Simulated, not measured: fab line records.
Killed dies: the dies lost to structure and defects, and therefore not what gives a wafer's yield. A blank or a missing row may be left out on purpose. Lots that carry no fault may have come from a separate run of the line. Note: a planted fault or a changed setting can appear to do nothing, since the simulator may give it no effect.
A lot that was struck, set against a sound lot | flow n5Finfet | 39 out of 1938 route steps
Sound: wafers L355.1, L355.4, L355.5. Struck: wafer L346.3 (left out: L346.1, L346.4 of the same lot, which were not struck); the cause appears at the end.
Per side, at each step with rows, come the tool, then ch with its chambers, and then its first start. Under that, the readings that differ: sound wafers | struck wafers | difference of the means | sigmas: that difference in standard deviations of wafers without a fault.
alike: readings with means less than 2 such deviations apart, plus words and numbers identical on both sides. not compared: withheld readings, readings lacking a value on some wafer, bounds such as >300 that could conceal the same value, and numbers that have no deviation in the record and whose values overlap.
Wherever a step has rows on one side only, a row that says differs or no value, or a row with sigmas, the two part there. When numbers do not overlap yet have no deviation, they are printed without sigmas and do not part them. A reading missing from all wafers of one side parts the sides only when that side holds two or more wafers.

first, 9 steps without rows for these wafers: N5_BEOL_M4_ANNEAL_95 (time 240 s); N5_BEOL_M4_SPUTTER_96 (material Cu, target thk 4.5 nm, time 8.29 s); N5_BEOL_M4_ECD_50 (material Cu, target thk 300 nm); N5_BEOL_M4_ANNEAL_51 (time 90 s); N5_BEOL_M4_CMP_52 (polishes, stops on SiOC, t overpolish 6.8 s, target thk 40 nm); N5_BEOL_M4_PRE_CLEAN_60 (time 15 s); N5_BEOL_M4_CO_CAP_55 (material Co, precursor CCTBA/H2, target thk 2 nm, time 102.1 s); N5_BEOL_M4_PRE_CLEAN_56 (time 15 s); N5_BEOL_M4_DEP_57 (deposits SiCN from 3MS/NH3, target thk 8 nm, time 14 s).
N5_BEOL_M4_RC_MEAS_101:
  sound on prober-01 ch 0, day 13 13:51; struck on prober-02 ch 0, day 11 04:02
  alike: DIBL_N, DIBL_P, IOFF_N, IOFF_P, ION_N, ION_P, SS_N, SS_P, VT_N, VT_P
then, 24 steps without rows for these wafers: N5_BEOL_M5_ILD_DEP_00 (deposits SiCOH lowk from DEMS/porogen, target thk 140.64 nm, time 25.9 s); N5_BEOL_M5_CURE_79 (cures SiCOH lowk, time 240 s); N5_BEOL_M5_PECVD_70 (deposits SiO2 from TEOS/O2, target thk 16 nm, time 18 s); N5_BEOL_M5_HM_DEP_02 (deposits TiN, target thk 20 nm); N5_BEOL_M5_COAT_59 (time 60 s, resist thk 60 nm); N5_BEOL_M5_COAT_60 (time 60 s, resist thk 12 nm); N5_BEOL_M5_COAT_71 (time 60 s, resist thk 5 nm); N5_BEOL_M5_COAT_05 (resist thk 30 nm); N5_BEOL_M5_EBR_07; N5_BEOL_M5_SOFTBAKE_06 (time 60 s); N5_BEOL_M5_EXPOSE_08 (exposes mask M5, target cd 28 nm); N5_BEOL_M5_PEB_09 (peb time 60 s); N5_BEOL_M5_DEVELOP_10 (develop time 30 s); N5_BEOL_M5_DESCUM_16 (chemistry O2, time 7 s); N5_BEOL_M5_ETCH_72 (etches underlayer in N2/H2, target depth 6.5 nm, time 5.2 s); N5_BEOL_M5_ETCH_61 (etches SiARC in CF4, target depth 15.6 nm, time 26 s); N5_BEOL_M5_ETCH_62 (etches SOC in N2/H2, target depth 75 nm, overetch 15 nm, time 112.5 s); N5_BEOL_M5_STRIP_63 (strips in N2/H2); N5_BEOL_M5_STRIP_73 (strips in N2/H2); N5_BEOL_M5_STRIP_64 (strips in CF4); N5_BEOL_M5_HM_OPEN_17 (chemistry Cl2/BCl3, target TiN, target depth 20 nm, overetch 6 nm); N5_BEOL_M5_STRIP_19 (strips in O2); N5_BEOL_M5_COAT_65 (time 60 s, resist thk 60 nm); N5_BEOL_M5_COAT_66 (time 60 s, resist thk 12 nm).
N5_BEOL_M9_HM_DEP_02: deposits TiN, target thk 20 nm.
  sound: pvdSputter-02 at day 15 05:28; struck: pvdSputter-01 at day 13 02:37
reading                                   | sound          | struck | difference | sigmas
model.TiN_of_BEOL_M9_HM_DEP_02.thkNm (nm) | 19.8 19.8 19.8 | 27.8   | +8.0       | 
  alike: throttleValvePct
N5_BEOL_M9_HM_OPEN_17: chemistry Cl2/BCl3, target TiN, target depth 20 nm, overetch 6 nm.
  sound on rieMetal-02 ch 0, day 15 06:41; struck on rieMetal-03 ch 0, day 13 03:42
reading                      | sound               | struck | difference | sigmas
chamberPressureMTorr (mTorr) | 10.015 9.989 10.008 | 9.983  | -0.021     | -2
oesProductAu (a.u.)          | 0.70 0.71 0.70      | 0.94   | +0.24      | +3
throttleValvePct (%)         | 22.26 22.25 22.25   | 21.71  | -0.54      | -3
model.etch.depthNm (nm)      | 19.72 19.85 19.7    | 25.79  | +6.03      | 
  alike: bcl3FlowSccm, drypumpMotorCurrentA
  not compared: rfHoursCounterH
N5_BEOL_M9_TRENCH_ETCH_37: etches SiCOH lowk in C4F6/O2, target depth 151.43 nm, time 49 s.
  sound: rieDiel-01 ch 1,2; struck: rieDiel-05 ch 2
reading                                   | sound          | struck | difference | sigmas
rfVppV (V)                                | 692 662 662    | 645    | -27        | -2
model.TiN_of_BEOL_M9_HM_DEP_02.thkNm (nm) | 15.6 15.6 15.4 | 23.8   | +8.3       | 
  alike: chamberPressureMTorr, drypumpMotorCurrentA, oesProductAu, showerheadPlenumPTorr, throttleValvePct
  not compared: rfHoursCounterH
N5_BEOL_M9_OCD_MEAS_38:
  sound: ocd-02 at day 15 08:26; struck: ocd-01 at day 13 05:11
reading            | sound             | struck | difference | sigmas
trenchDepthNm (nm) | 147.6 151.6 153.3 | 99.7   | -51.1      | -20
-- here the record skips 3 days between the struck wafers' starts before and after, leaving off in module BEOL_M9 and picking up in module PASSIVATION (first step shown: number 1936 of the route) --
N5_PASSIVATION_PROBE_49:
  sound: prober-01 at day 18 02:00; struck: prober-02 at day 15 22:16
reading                 | sound          | struck | difference | sigmas
defectLimitedYield (%)  | 92.1 91.4 90.8 | 50.1   | -41.3      | -32
killed_at_M4_up         | 19 13 14       | 481    | +466       | +83
killedAtContacts        | 24 29 14       | 8      | -14        | -2
killedAtFrontEnd        | 29 22 36       | 53     | +24        | +2
killedDies              | 93 101 109     | 589    | +488       | +33
sort_bin_5_function (%) | 4.3 5.3 5.1    | 45.8   | +40.9      | +45
sortNPass               | 1087 1079 1071 | 591    | -488       | -33
sortYieldPct (%)        | 92.1 91.4 90.8 | 50.1   | -41.3      | -32
  alike: killed_at_M0_to_M3, killedAtOther, killedOpen, killedShort, sort_bin_6_memory

WHERE THEY PART
Earliest at N5_BEOL_M9_HM_OPEN_17; latest, in this record, at N5_PASSIVATION_PROBE_49.

WHY: what had been put in by the simulator
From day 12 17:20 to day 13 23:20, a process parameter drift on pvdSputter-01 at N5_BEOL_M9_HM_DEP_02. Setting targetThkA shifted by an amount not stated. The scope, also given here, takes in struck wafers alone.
